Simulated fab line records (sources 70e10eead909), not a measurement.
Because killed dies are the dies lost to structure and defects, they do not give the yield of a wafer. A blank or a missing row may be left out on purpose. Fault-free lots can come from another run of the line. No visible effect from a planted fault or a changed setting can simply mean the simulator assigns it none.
fab line records	flow nandHarc
record: lots: 7	wafers: 21	lastDay: 24
route steps=1159 shown A_SLIT@801 A_SIN_REMOVE@804 A_WL_FILL@809 END@1159
lots that met no fault: from a run of the same line without faults
startH: hours from the record's opening day to when the first of the lot's shown wafers began	waitH: hours since the lot's step before	" same as the row above	L1.1+2: a single row standing in for several wafers	- no value, or no start was given	* or withheld: withheld	< > ~ a bound
route shown NAME@n: names a module that has steps shown in the file, with the first one's number in the route	usual: average and standard deviation across the fault-free wafers	same: alike in all rows	chamber/n: place in a boat	sites: per-site readings	_std_site: how widely they spread, as a standard deviation	_edge_site: inner sites' mean taken away from outer sites' mean	radiusMm: how far each site lies from the wafer's centre	mask NAME#n: copy n	behind: tool/chamber where the wafer was last shaped	hold: cause of the lot's hold/its duration in hours/its outcome	device: the n, p or np transistor that did not switch	end of line: the same wafers' tests at the end of the route	for a step that has no rows: nothing shown but its recipe	killed: not the wafer's yield, but the dies lost to structure and defects at the first sort	map: the dies of a wafer, with x for killed, . for not killed, _ for no die there
set.NAME: the setting that was run; set.NAME@STEP: the one run at that earlier step	model.NAME: the simulator's own value behind a step, which no gauge read
certain route steps with their lots: each step a table, each wafer a row
services: the hour from which a tool's chamber was out of use, counted from the record's first day as startH (under 0 if before that day), plus the number of hours and why
== steps ==
step: NHARC_A_SLIT_PRECLEAN_19
recipe: timeS: *	tempC: 50	bathAgeMin: 0	chemistry: SC1
step: NHARC_A_SLIT_SRD_20
step: NHARC_A_SLIT_CD_MEAS_21
usual: cdNm: 289.3/0.8
lot.wafer	tool	chamber	startH	waitH	cdNm
L339.3	cdSem-03	-	326.96	-	289.9
L339.4	"	-	"	"	290.6
L339.6	"	-	"	"	290.2
L342.1	cdSem-02	-	340.14	-	289.8
L342.3	"	-	"	"	289.9
L342.5	"	-	"	"	289.8
L344.1	cdSem-02	-	346.72	-	288.6
L344.3	"	-	"	"	288.8
L344.4	"	-	"	"	289.2
L343.2	cdSem-01	-	347.67	0.1	288.3
L343.4	"	-	"	"	287.7
L343.6	"	-	"	"	289.2
L355.1	cdSem-02	-	417.38	-	288.0
L355.2	"	-	"	"	288.4
L355.3	"	-	"	"	287.8
L352.2	cdSem-02	-	424.57	-	289.3
L352.3	"	-	"	"	289.4
L352.5	"	-	"	"	289.9
L359.1	cdSem-01	-	462.62	-	289.4
L359.2	"	-	"	"	289.7
L359.5	"	-	"	"	289.2
step: NHARC_A_SIN_REMOVE_WET_00
recipe: tempC: 160	timeS: 15300	chemistry: H3PO4
step: NHARC_A_SIN_REMOVE_PRECLEAN_01
recipe: timeS: *	tempC: 50	bathAgeMin: 0	chemistry: SC1
step: NHARC_A_SIN_REMOVE_SRD_02
step: NHARC_A_SIN_REMOVE_INSPECT_04
usual: rawDefectCount: 291/79
lot.wafer	tool	chamber	startH	waitH	rawDefectCount
L339.3	defectInspect-02	-	333.05	0.0	268
L339.4	"	-	"	"	372
L339.6	"	-	"	"	261
L342.1	defectInspect-01	-	346.19	0.0	232
L342.3	"	-	"	"	181
L342.5	"	-	"	"	173
L343.2	defectInspect-01	-	353.73	0.0	224
L343.4	"	-	"	"	225
L343.6	"	-	"	"	238
L344.1	defectInspect-02	-	353.75	0.0	194
L344.3	"	-	"	"	218
L344.4	"	-	"	"	248
L355.1	defectInspect-01	-	425.06	0.0	217
L355.2	"	-	"	"	296
L355.3	"	-	"	"	202
L352.2	defectInspect-01	-	431.36	0.0	289
L352.3	"	-	"	"	286
L352.5	"	-	"	"	335
L359.1	defectInspect-01	-	470.29	0.0	358
L359.2	"	-	"	"	296
L359.5	"	-	"	"	357
step: NHARC_A_WL_FILL_ALD_00
recipe: targetThkA: 30	pulseTimeS: 3	aldCycles: 30	tempC: 300	material: Al2O3
usual: heaterPowerW: 461/60	precursorPulseHeightRel: 0.999/0.018
same: pulseTimeS: 3
lot.wafer	tool	chamber	startH	waitH	heaterPowerW	precursorPulseHeightRel	sinceWetCleanH
L339.4	aldHk-01	0	333.14	0.1	487	0.978	93
L339.3	"	1	"	"	418	0.989	93
L339.6	"	3	"	"	432	1.010	-
L342.1	aldHk-03	1	346.70	0.5	371	0.999	11
L342.3	"	0	"	"	390	1.022	11
L342.5	"	1	"	"	368	0.956	-
L343.4	aldHk-01	0	353.80	0.1	490	0.995	114
L343.2	"	3	"	"	445	1.003	114
L343.6	"	1	"	"	412	0.998	-
L344.1	aldHk-04	2	353.82	0.1	521	1.001	158
L344.3	"	0	"	"	536	1.006	158
L344.4	"	1	"	"	504	1.021	158
L355.2	aldHk-01	1	425.13	0.1	399	0.993	6
L355.3	"	3	"	"	446	0.997	7
L355.1	"	0	"	"	481	1.032	7
L352.2	aldHk-04	2	431.44	0.1	524	1.005	57
L352.3	"	3	"	"	550	1.016	57
L352.5	"	2	"	"	542	0.999	-
L359.2	aldHk-01	2	470.39	0.1	419	0.997	52
L359.1	"	3	"	"	443	1.024	52
L359.5	"	1	"	"	394	1.022	-
step: NHARC_A_WL_FILL_RTA_01
recipe: tempC: 1000	timeS: 5
usual: lampPowerPct: 31.4/2.1	lamp_zone_1_pct: 31.4/2.1	wafer_temp_C_max: 1006.1/2.1
lot.wafer	tool	chamber	startH	waitH	lampPowerPct	lamp_zone_1_pct	wafer_temp_C_max
L339.3	rtpAnneal-02	0	333.44	-	33.8	33.8	1004.0
L339.4	"	0	"	"	33.8	33.8	1004.8
L339.6	"	0	"	"	33.8	33.9	1004.3
L342.1	rtpAnneal-01	0	347.13	0.4	29.6	29.7	1006.7
L342.3	"	0	"	"	29.6	29.7	1005.4
L342.5	"	0	"	"	29.7	29.7	1007.0
L344.1	rtpAnneal-02	0	354.09	-	33.9	33.8	1004.0
L344.3	"	0	"	"	33.8	33.8	1003.7
L344.4	"	0	"	"	33.8	33.8	1003.8
L343.2	rtpAnneal-01	0	354.09	-	29.7	29.6	1005.6
L343.4	"	0	"	"	29.6	29.6	1008.4
L343.6	"	0	"	"	29.6	29.6	1007.3
L355.1	rtpAnneal-02	0	425.39	-	33.8	33.8	1004.4
L355.2	"	0	"	"	33.8	33.8	1003.0
L355.3	"	0	"	"	33.8	33.9	1004.8
L352.2	rtpAnneal-01	0	431.73	-	29.6	29.6	1010.7
L352.3	"	0	"	"	29.6	29.7	1007.1
L352.5	"	0	"	"	29.7	29.7	1005.6
L359.1	rtpAnneal-02	0	470.63	-	33.8	33.8	1003.6
L359.2	"	0	"	"	33.9	33.9	1003.7
L359.5	"	0	"	"	33.8	33.9	1003.2
step: NHARC_A_WL_FILL_ALD_02
recipe: targetThkA: 20	pulseTimeS: 3	aldCycles: 100	tempC: 450	material: TiN
usual: heaterPowerW: 1108/78	precursorPulseHeightRel: 1.000/0.022
same: pulseTimeS: 3
lot.wafer	tool	chamber	startH	waitH	heaterPowerW	precursorPulseHeightRel	sinceWetCleanH
L339.4	aldMetal-02	3	333.64	0.1	1146	0.984	138
L339.3	"	0	"	"	1265	0.995	138
L339.6	"	2	"	"	1151	1.040	-
L342.1	aldMetal-04	3	347.38	0.2	1011	0.962	109
L342.3	"	1	"	"	1000	0.994	110
L342.5	"	2	"	"	1173	0.995	-
L343.4	aldMetal-04	1	354.28	0.1	993	1.038	116
L343.2	"	3	"	"	1045	0.998	116
L343.6	"	2	"	"	1212	1.000	-
L344.4	aldMetal-02	3	354.30	0.1	1154	1.001	158
L344.1	"	1	"	"	1171	1.008	158
L344.3	"	2	"	"	1144	1.046	158
L355.3	aldMetal-02	2	425.65	0.2	1138	1.001	52
L355.2	"	3	"	"	1200	1.005	52
L355.1	"	0	"	"	1146	0.977	52
L352.2	aldMetal-02	1	431.92	0.2	1186	1.019	58
L352.3	"	2	"	"	1127	1.016	58
L352.5	"	1	"	"	1160	0.999	-
L359.1	aldMetal-04	0	470.84	0.2	1038	0.994	55
L359.2	"	1	"	"	976	1.015	55
L359.5	"	1	"	"	1009	0.975	-
step: NHARC_A_WL_FILL_CVD_03
recipe: targetThkA: 400	tempC: 300	pressureTorr: 40	wf6FlowSccm: 40	h2FlowSccm: 1600	arFlowSccm: 1560	timeS: 3302	material: W
usual: chamberPressureTorr: 40.00/0.092	heaterPowerOuterW: 296/30	heaterPowerW: 507/52	throttleValvePct: 7.90/0.21
lot.wafer	tool	chamber	startH	waitH	chamberPressureTorr	heaterPowerOuterW	heaterPowerW	sinceWetCleanH	throttleValvePct
L339.3	cvdW-01	0	334.98	1.0	40.00	343	591	-	7.92
L339.4	"	1	"	"	40.01	288	463	-	7.81
L339.6	"	0	"	"	39.97	337	573	-	8.17
L342.1	cvdW-01	1	349.87	2.1	-	-	-	-	-
L342.3	"	0	"	"	-	-	-	-	-
L342.5	"	1	351.74	4.0	-	-	-	-	-
L343.2	cvdW-01	0	354.71	0.1	-	-	-	-	-
L343.4	"	0	"	"	-	-	-	-	-
L343.6	"	1	357.05	2.4	-	-	-	-	-
L344.1	cvdW-02	1	355.21	0.5	-	-	-	-	-
L344.4	"	0	"	"	-	-	-	-	-
L344.3	"	1	"	"	-	-	-	-	-
L355.2	cvdW-02	0	426.05	0.1	39.99	260	467	32	7.54
L355.1	"	1	"	"	40.05	274	478	33	7.93
L355.3	"	0	"	"	40.05	264	446	-	7.59
L352.2	cvdW-01	0	432.82	0.5	39.94	341	582	126	8.05
L352.3	"	0	"	"	39.93	341	590	-	8.06
L352.5	"	0	"	"	39.97	334	586	-	8.13
L359.2	cvdW-02	0	471.34	0.1	40.00	262	461	78	7.58
L359.1	"	1	"	"	39.98	275	490	78	7.95
L359.5	"	0	473.26	2.0	40.10	260	463	-	7.77
step: NHARC_A_WL_FILL_ETCHBACK_04
recipe: targetDepthA: 600	timeS: 120	chemistry: NF3
usual: drypumpMotorCurrentA: 5.7/0.49	oesProductAu: 0.999/0.0064
lot.wafer	tool	chamber	startH	waitH	drypumpMotorCurrentA	oesProductAu	rfHoursCounterH
L339.3	rieMetal-03	1	337.40	2.0	5.2	1.020	-
L339.4	"	0	"	"	6.5	1.008	-
L339.6	"	1	"	"	5.2	1.012	-
L342.1	rieMetal-02	0	352.75	2.4	5.5	0.995	3.8
L342.3	"	0	"	"	5.5	0.994	-
L342.5	"	1	"	"	4.9	0.995	-
L343.2	rieMetal-03	1	358.01	2.8	5.2	1.007	3.2
L343.4	"	1	"	"	5.1	0.997	-
L343.6	"	1	"	"	5.1	1.002	-
L344.1	rieMetal-01	1	358.10	2.4	5.9	1.002	0.5
L344.3	"	0	"	"	5.8	0.999	-
L344.4	"	1	"	"	5.9	0.993	-
L355.1	rieMetal-03	1	429.30	2.3	5.2	1.008	5.1
L355.2	"	0	"	"	6.5	0.993	3.4
L355.3	"	0	"	"	6.5	1.001	-
L352.2	rieMetal-02	0	435.65	2.4	5.5	0.995	1.2
L352.3	"	0	"	"	5.5	0.995	-
L352.5	"	1	"	"	4.9	1.000	-
L359.2	rieMetal-02	1	474.71	2.9	4.9	1.010	2.1
L359.1	"	0	"	"	5.5	0.996	2.1
L359.5	"	1	"	"	4.9	0.988	-
step: NHARC_END_SORT_01
recipe: tempC: 25
usual: killedAtArray: 26/8.6	killedAtOther: 0.7/0.97	killedAtPeriphery: 3.2/2.2	killedDies: 30/8.9	killedOpen: 3.1/1.8	killedShort: 2.2/1.8
same: grossDies: 677
lot.wafer	tool	chamber	startH	waitH	killedAtArray	killedAtOther	killedAtPeriphery	killedDies	killedOpen	killedShort
L342.1	prober-01	0	450.15	2.5	673	2	2	677	2	3
L342.3	prober-01	0	451.78	3.1	668	0	9	677	1	4
L342.5	prober-01	0	453.40	3.8	674	1	2	677	3	2
L343.2	prober-02	0	451.06	2.8	677	0	0	677	0	2
L343.4	prober-02	0	452.66	3.4	675	0	2	677	4	1
L343.6	prober-02	0	454.26	4.0	674	0	3	677	3	4
L344.1	prober-01	0	458.32	2.5	675	0	2	677	1	5
L344.3	prober-01	0	459.92	3.1	670	4	3	677	2	4
L344.4	prober-01	0	460.72	3.4	673	1	3	677	3	1
killed by level:class
L342.1 A_WL_FILL:areaCvd=630 A_SLIT:chamberFilmFlake=13 A_CHANNEL_HOLE_D1:chamberFilmFlake=8 A_CHANNEL_FILL_D1:chamberFilmFlake=5 A_CONTACT:chamberFilmFlake=5 A_WL_FILL:chamberFilmFlake=4 A_STAIRCASE:chamberFilmFlake=3 A_M0:geometricParticle:short=2
L343.2 A_WL_FILL:areaCvd=646 A_SLIT:chamberFilmFlake=12 A_WL_FILL:chamberFilmFlake=6 A_CHANNEL_HOLE_D1:chamberFilmFlake=3 A_STAIRCASE:chamberFilmFlake=3 A_CONTACT:chamberFilmFlake=3 A_CHANNEL_FILL_D1:chamberFilmFlake=2 A_CHANNEL_HOLE_D1:geometricParticle:short=1
L342.3 A_WL_FILL:areaCvd=632 A_CHANNEL_HOLE_D1:chamberFilmFlake=15 A_SLIT:chamberFilmFlake=13 P_CONTACT:chamberFilmFlake=6 A_WL_FILL:chamberFilmFlake=3 P_CONTACT:geometricParticle:short=1 P_M0:geometricParticle:short=1 A_SGD_CUT:geometricParticle:short=1
L343.4 A_WL_FILL:areaCvd=651 A_SLIT:chamberFilmFlake=11 A_CONTACT:chamberFilmFlake=4 A_STAIRCASE:chamberFilmFlake=3 P_M1:geometricParticle:open=1 A_ONON_D1:geometricParticle:open=1 A_CHANNEL_FILL_D1:geometricParticle:open=1 A_M0:geometricParticle:open=1
L342.5 A_WL_FILL:areaCvd=649 A_SLIT:chamberFilmFlake=8 A_CHANNEL_HOLE_D1:chamberFilmFlake=8 A_CHANNEL_FILL_D1:geometricParticle:short=2 A_CHANNEL_FILL_D1:chamberFilmFlake=2 P_M0:geometricParticle:open=1 A_CHANNEL_FILL_D1:geometricParticle:open=1 A_M1:geometricParticle:open=1
L343.6 A_WL_FILL:areaCvd=640 A_SLIT:chamberFilmFlake=8 A_CHANNEL_HOLE_D1:chamberFilmFlake=6 A_STAIRCASE:chamberFilmFlake=6 A_CONTACT:chamberFilmFlake=5 A_WL_FILL:chamberFilmFlake=3 A_WL_FILL:geometricParticle:short=2 P_ZERO_WELL:geometricParticle:short=1
L344.1 A_WL_FILL:areaCvd=660 A_STAIRCASE:chamberFilmFlake=5 A_ONON_D1:geometricParticle:short=3 A_CHANNEL_HOLE_D1:chamberFilmFlake=3 A_CHANNEL_FILL_D1:geometricParticle:short=2 A_CONTACT:chamberFilmFlake=2 P_M0:geometricParticle:open=1 P_CONTACT:chamberFilmFlake=1
L344.3 A_WL_FILL:areaCvd=660 THIN_TSV:chamberFilmFlake=4 A_CHANNEL_HOLE_D1:chamberFilmFlake=3 A_ONON_D1:geometricParticle:open=2 A_STAIRCASE:chamberFilmFlake=2 P_GATE:geometricParticle:short=1 P_M0:geometricParticle:short=1 A_ONON_D1:geometricParticle:short=1
L344.4 A_WL_FILL:areaCvd=660 A_STAIRCASE:chamberFilmFlake=5 P_ZERO_WELL:chamberFilmFlake=2 A_CHANNEL_HOLE_D1:chamberFilmFlake=2 A_CONTACT:chamberFilmFlake=2 P_M0:geometricParticle:open=1 A_ONON_D1:geometricParticle:open=1 A_WL_FILL:geometricParticle:open=1
map L342.1 (x killed, . not)
____________x____________
_________xxxxxxx_________
_______xxxxxxxxxxx_______
______xxxxxxxxxxxxx______
_____xxxxxxxxxxxxxxx_____
____xxxxxxxxxxxxxxxxx____
____xxxxxxxxxxxxxxxxx____
___xxxxxxxxxxxxxxxxxxx___
___xxxxxxxxxxxxxxxxxxx___
__xxxxxxxxxxxxxxxxxxxxx__
__xxxxxxxxxxxxxxxxxxxxx__
_xxxxxxxxxxxxxxxxxxxxxxx_
_xxxxxxxxxxxxxxxxxxxxxxx_
_xxxxxxxxxxxxxxxxxxxxxxx_
_xxxxxxxxxxxxxxxxxxxxxxx_
_xxxxxxxxxxxxxxxxxxxxxxx_
xxxxxxxxxxxxxxxxxxxxxxxxx
xxxxxxxxxxxxxxxxxxxxxxxxx
xxxxxxxxxxxxxxxxxxxxxxxxx
xxxxxxxxxxxxxxxxxxxxxxxxx
xxxxxxxxxxxxxxxxxxxxxxxxx
_xxxxxxxxxxxxxxxxxxxxxxx_
_xxxxxxxxxxxxxxxxxxxxxxx_
_xxxxxxxxxxxxxxxxxxxxxxx_
_xxxxxxxxxxxxxxxxxxxxxxx_
_xxxxxxxxxxxxxxxxxxxxxxx_
__xxxxxxxxxxxxxxxxxxxxx__
__xxxxxxxxxxxxxxxxxxxxx__
___xxxxxxxxxxxxxxxxxxx___
___xxxxxxxxxxxxxxxxxxx___
____xxxxxxxxxxxxxxxxx____
____xxxxxxxxxxxxxxxxx____
_____xxxxxxxxxxxxxxx_____
______xxxxxxxxxxxxx______
_______xxxxxxxxxxx_______
_________xxxxxxx_________
____________x____________
map L343.2 (x killed, . not)
____________x____________
_________xxxxxxx_________
_______xxxxxxxxxxx_______
______xxxxxxxxxxxxx______
_____xxxxxxxxxxxxxxx_____
____xxxxxxxxxxxxxxxxx____
____xxxxxxxxxxxxxxxxx____
___xxxxxxxxxxxxxxxxxxx___
___xxxxxxxxxxxxxxxxxxx___
__xxxxxxxxxxxxxxxxxxxxx__
__xxxxxxxxxxxxxxxxxxxxx__
_xxxxxxxxxxxxxxxxxxxxxxx_
_xxxxxxxxxxxxxxxxxxxxxxx_
_xxxxxxxxxxxxxxxxxxxxxxx_
_xxxxxxxxxxxxxxxxxxxxxxx_
_xxxxxxxxxxxxxxxxxxxxxxx_
xxxxxxxxxxxxxxxxxxxxxxxxx
xxxxxxxxxxxxxxxxxxxxxxxxx
xxxxxxxxxxxxxxxxxxxxxxxxx
xxxxxxxxxxxxxxxxxxxxxxxxx
xxxxxxxxxxxxxxxxxxxxxxxxx
_xxxxxxxxxxxxxxxxxxxxxxx_
_xxxxxxxxxxxxxxxxxxxxxxx_
_xxxxxxxxxxxxxxxxxxxxxxx_
_xxxxxxxxxxxxxxxxxxxxxxx_
_xxxxxxxxxxxxxxxxxxxxxxx_
__xxxxxxxxxxxxxxxxxxxxx__
__xxxxxxxxxxxxxxxxxxxxx__
___xxxxxxxxxxxxxxxxxxx___
___xxxxxxxxxxxxxxxxxxx___
____xxxxxxxxxxxxxxxxx____
____xxxxxxxxxxxxxxxxx____
_____xxxxxxxxxxxxxxx_____
______xxxxxxxxxxxxx______
_______xxxxxxxxxxx_______
_________xxxxxxx_________
____________x____________
== services ==
tool	chamber	startH	hours	kind
aldMetal-02	-	322.52	0.3	repair
aldHk-03	-	325.57	10.0	pm
aldMetal-04	-	326.67	1.6	repair
rieMetal-01	-	332.00	9.0	pm
aldMetal-02	-	364.00	10.0	pm
aldMetal-02	0	364.00	10.0	ventCycle
aldMetal-02	1	364.00	10.0	ventCycle
aldMetal-02	2	364.00	10.0	ventCycle
aldMetal-02	3	364.00	10.0	ventCycle
aldMetal-02	0	374.00	-	clean
aldMetal-02	1	374.00	-	clean
aldMetal-02	2	374.00	-	clean
aldMetal-02	3	374.00	-	clean
cvdW-02	-	381.28	13.0	pm
rieMetal-02	-	388.00	9.0	pm
aldMetal-04	-	406.00	10.0	pm
aldHk-01	0	408.68	10.0	ventCycle
aldHk-01	3	408.68	10.0	ventCycle
aldHk-01	0	418.68	-	clean
aldHk-01	1	418.68	-	clean
aldMetal-04	0	436.87	6.8	repair
rieMetal-03	-	453.00	9.0	pm
cvdW-02	0	457.40	10.0	repair
rieMetal-01	0	464.32	2.0	repair
== key ==
firstSign: step: NHARC_A_WL_FILL_CVD_03	reading: toolRecord	direction: missing
effect: step: NHARC_END_SORT_01	reading: killedAtArray	direction: up	sigmas: 75	usual: 26	struck: 673
moreKillsBornAt: NHARC_A_WL_FILL_CVD_03@cvdW-01: 3848	NHARC_A_WL_FILL_CVD_03@cvdW-02: 1980
metAt NHARC_A_WL_FILL_CVD_03
struckWafers L342.1,L342.3,L342.5,L343.2,L343.4,L343.6,L344.1,L344.3,L344.4
laterRowsLeftOut L342.1,L342.3,L342.5,L343.2,L343.4,L343.6,L344.1,L344.3,L344.4
testerLeftOut L342,L343,L344
onsetBetween 334.98 349.87
fault: kind: skippedStepWhole	tool: cvdW-01,cvdW-02	chamber: -	onsetH: 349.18	steps: NHARC_A_WL_FILL_CVD_03	scope: struckLotsOnly
testerLeftOut: of these lots the tester's yield and bins aren't shown, on N5 and GAA mostly nor the transistor test; their killed dies are dies lost to structure and defects alone, not to doping, threshold or leakage, so they don't give the yield
laterRowsLeftOut: the simulator's readings of these wafers behind a module that went badly wrong aren't trusted and aren't shown, but for the sort
